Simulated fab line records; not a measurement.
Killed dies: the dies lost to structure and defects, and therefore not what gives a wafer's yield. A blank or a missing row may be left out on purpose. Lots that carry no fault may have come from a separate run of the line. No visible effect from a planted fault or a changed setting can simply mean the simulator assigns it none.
Which tool was responsible?    flow nandHarc    Sampling: 13 lots, 38 wafers, 5 of 1302 route steps

WHAT EACH GAUGE READ, for each wafer
NHARC_A_ONON_D1_THK_MEAS_27: measures by ellipsometry. Usual: thkNm 999 nm, standard deviation 7.5.
lot   measured      on            thkNm (nm)      flag
L864  day 8 03:44   filmMetro-02  999 997 997     
L866  day 8 22:40   filmMetro-02  987 986 985     
L865  day 8 23:01   filmMetro-02  991 990 990     
L867  day 9 12:18   filmMetro-02  995 995 995     
L872  day 11 11:41  filmMetro-02  996 995 996     
L873  day 12 00:29  filmMetro-02  1001 1002 1001  
L874  day 12 10:40  filmMetro-01  1004 1003 1002  
L875  day 12 15:38  filmMetro-01  1001 1004 1002  
L876  day 13 01:15  filmMetro-01  989 988 986     
L877  day 13 16:56  filmMetro-02  997 997 998     
L879  day 14 10:57  filmMetro-02  1007 1006 1005  
L880  day 15 02:55  filmMetro-02  994 992 994     
L881  day 15 13:41  filmMetro-02  993 993         

NHARC_A_ONON_D1_INSPECT_32. Usual: rawDefectCount 71, standard deviation 25.
lot   measured      on                rawDefectCount  flag
L864  day 8 04:50   defectInspect-02  60 58 70        
L866  day 8 23:47   defectInspect-02  86 38 31        
L865  day 9 00:07   defectInspect-02  54 53 68        
L867  day 9 13:26   defectInspect-02  79 44 57        
L872  day 11 12:49  defectInspect-01  50 63 106       
L873  day 12 01:37  defectInspect-01  41 45 47        
L874  day 12 11:47  defectInspect-01  116 60 85       
L875  day 12 16:52  defectInspect-02  51 56 55        
L876  day 13 02:21  defectInspect-02  46 76 45        
L877  day 13 18:02  defectInspect-01  70 106 82       
L879  day 14 12:04  defectInspect-02  65 87 59        
L880  day 15 04:02  defectInspect-01  77 83 94        
L881  day 15 14:47  defectInspect-02  129 108         

NHARC_END_SORT_01. Usual: killedAtArray 52, standard deviation 19; killedAtOther 0.8, standard deviation 1; killedAtPeriphery 3.7, standard deviation 2.5; killedDies 56, standard deviation 19; killedOpen 3.5, standard deviation 2; killedShort 2.2, standard deviation 1.4.
lot   measured      on         killedAtArray  killedAtOther  killedAtPeriphery  killedDies  killedOpen  killedShort  flag
L879  day 30 09:25  prober-02  77 59 48       1 0 0          0 2 1              78 61 49    1 1 3       5 2 1        

WHAT TOOL EACH LOT RAN ON (gives the tool, then ch and the chambers of the sampled wafers, and finally the start)
lot   NHARC_A_CHANNEL_HOLE_D1_ETCH_39    NHARC_A_CHANNEL_HOLE_D1_ETCH_25
L864  rieDiel-05 ch 0,1,3, day 8 11:43   harEtch-01 ch 0,1, day 8 17:26
L866  rieDiel-05 ch 0,2,3, day 9 05:40   harEtch-02 ch 0,1, day 9 10:05
L865  rieDiel-01 ch 0,1,2, day 9 05:52   harEtch-01 ch 0, day 9 11:56
L867  rieDiel-06 ch 0,1,3, day 9 16:44   harEtch-01 ch 0,1, day 9 20:42
L872  rieDiel-06 ch 2,3, day 11 18:18    harEtch-02 ch 0,1, day 12 02:33
L873  rieDiel-01 ch 0,1,2, day 12 04:51  harEtch-01 ch 0,1, day 12 10:22
L874  rieDiel-05 ch 1,2, day 12 15:37    harEtch-02 ch 0, day 13 01:35
L875  rieDiel-05 ch 1,2,3, day 12 20:02  harEtch-01 ch 0,1, day 12 23:55
L876  rieDiel-05 ch 0,1, day 13 05:17    harEtch-02 ch 0,1, day 13 09:29
L877  rieDiel-05 ch 0,3, day 14 00:36    harEtch-01 ch 0,1, day 14 04:31
L879  rieDiel-06 ch 0,1,3, day 14 16:02  harEtch-02 ch 0,1, day 14 23:02
L880  rieDiel-05 ch 0,1,3, day 15 09:11  harEtch-02 ch 0,1, day 15 13:23
L881  rieDiel-05 ch 0,3, day 15 18:49    harEtch-01 ch 0, day 15 23:36
- NHARC_A_CHANNEL_HOLE_D1_ETCH_39: etches the open film in N2/H2, target depth 260 nm, time 325 s.
- NHARC_A_CHANNEL_HOLE_D1_ETCH_25: etches the open film in C4F8/O2/Ar, time 1040.2 s, target depth 1500 nm.

WHAT THE TOOLS THEMSELVES READ (means of the sampled wafers that have a number; where no wafer has one, the mark that the record gives instead)
NHARC_A_CHANNEL_HOLE_D1_ETCH_39. Usual: drypumpMotorCurrentA 5.6 A, standard deviation 0.39; oesProductAu 1.002 a.u., standard deviation 0.0071; rfVppV 430.2 V, standard deviation 3; showerheadPlenumPTorr 2.03 Torr, standard deviation 0.1; throttleValvePct 14.173 %, standard deviation 0.0081.
lot   tool        drypumpMotorCurrentA (A)  oesProductAu (a.u.)  rfVppV (V)  showerheadPlenumPTorr (Torr)  throttleValvePct (%)  flag
L864  rieDiel-05  5.3                       0.999                431.1       2.03                          14.172                
L866  rieDiel-05  5.5                       1.003                431.1       2.09                          14.175                
L865  rieDiel-01  5.5                       1.007                429.2       1.98                          14.169                
L867  rieDiel-06  5.7                       1.005                427.6       1.95                          14.170                
L872  rieDiel-06  6.0                       0.999                432.4       2.10                          14.168                
L873  rieDiel-01  5.5                       0.997                431.9       2.10                          14.165                
L874  rieDiel-05  5.5                       0.997                430.4       2.01                          14.171                
L875  rieDiel-05  5.6                       1.002                428.8       1.99                          14.173                
L876  rieDiel-05  5.1                       0.998                431.9       2.08                          14.177                
L877  rieDiel-05  5.5                       1.000                431.5       2.07                          14.175                
L879  rieDiel-06  5.7                       1.007                427.4       1.94                          14.179                
L880  rieDiel-05  5.3                       1.102                429.6       2.03                          14.169                OFF
L881  rieDiel-05  5.3                       1.150                431.7       2.10                          14.180                OFF

NHARC_A_CHANNEL_HOLE_D1_ETCH_25. Usual: drypumpMotorCurrentA 5.4 A, standard deviation 0.37; showerheadPlenumPTorr 3.64 Torr, standard deviation 0.074; throttleValvePct 32.237 %, standard deviation 0.0088.
lot   tool        drypumpMotorCurrentA (A)  showerheadPlenumPTorr (Torr)  throttleValvePct (%)  flag
L864  harEtch-01  5.2                       3.67                          32.233                
L866  harEtch-02  5.6                       3.69                          32.234                
L865  harEtch-01  5.8                       3.56                          32.237                
L867  harEtch-01  5.5                       3.61                          32.232                
L872  harEtch-02  5.4                       3.71                          32.240                
L873  harEtch-01  5.5                       3.59                          32.240                
L874  harEtch-02  5.8                       3.64                          32.241                
L875  harEtch-01  5.2                       3.64                          32.237                
L876  harEtch-02  5.6                       3.66                          32.238                
L877  harEtch-01  5.2                       3.63                          32.229                
L879  harEtch-02  5.4                       3.69                          32.232                
L880  harEtch-02  5.4                       3.69                          32.247                
L881  harEtch-01  5.8                       3.51                          32.248                

THE ANSWER, worked out from the rows above alone
Rule: a lot is off if the mean of its wafers that have a number lies more than 3 standard deviations from the usual mean. A lot without any number at a reading at which 4 lots or more have one is off too. The other lots that the step has rows for count as sound. After the gauges, taken in route order, come the tools' own readings; for these a lot's mean is taken, as printed above. The first step at which some lot is off is used, and at that step the reading that is off furthest; a lot without a number counts as furthest.
Off at NHARC_A_CHANNEL_HOLE_D1_ETCH_39 (oesProductAu): L880, L881.
If a tool, at that step or one of the process steps before it, ran each lot that is off and ran no sound lot following the first of them, it fits. One fits: NHARC_A_CHANNEL_HOLE_D1_ETCH_39 on rieDiel-05. Its last sound lot is L877 (day 14 00:36), its first lot that is off L880 (day 15 09:11): a fault that began between those two fits.
The tool's own readings at NHARC_A_CHANNEL_HOLE_D1_ETCH_39 bear it out: on the lots that are off they differ by more than 5 times the standard deviation of the sound lots' means. oesProductAu reads 1.126 a.u. there against 1.001 a.u. on the sound lots.

WHAT WAS PUT IN BY THE SIMULATOR
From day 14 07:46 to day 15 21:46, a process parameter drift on rieDiel-05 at NHARC_A_CHANNEL_HOLE_D1_ETCH_39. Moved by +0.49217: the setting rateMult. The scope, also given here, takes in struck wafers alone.
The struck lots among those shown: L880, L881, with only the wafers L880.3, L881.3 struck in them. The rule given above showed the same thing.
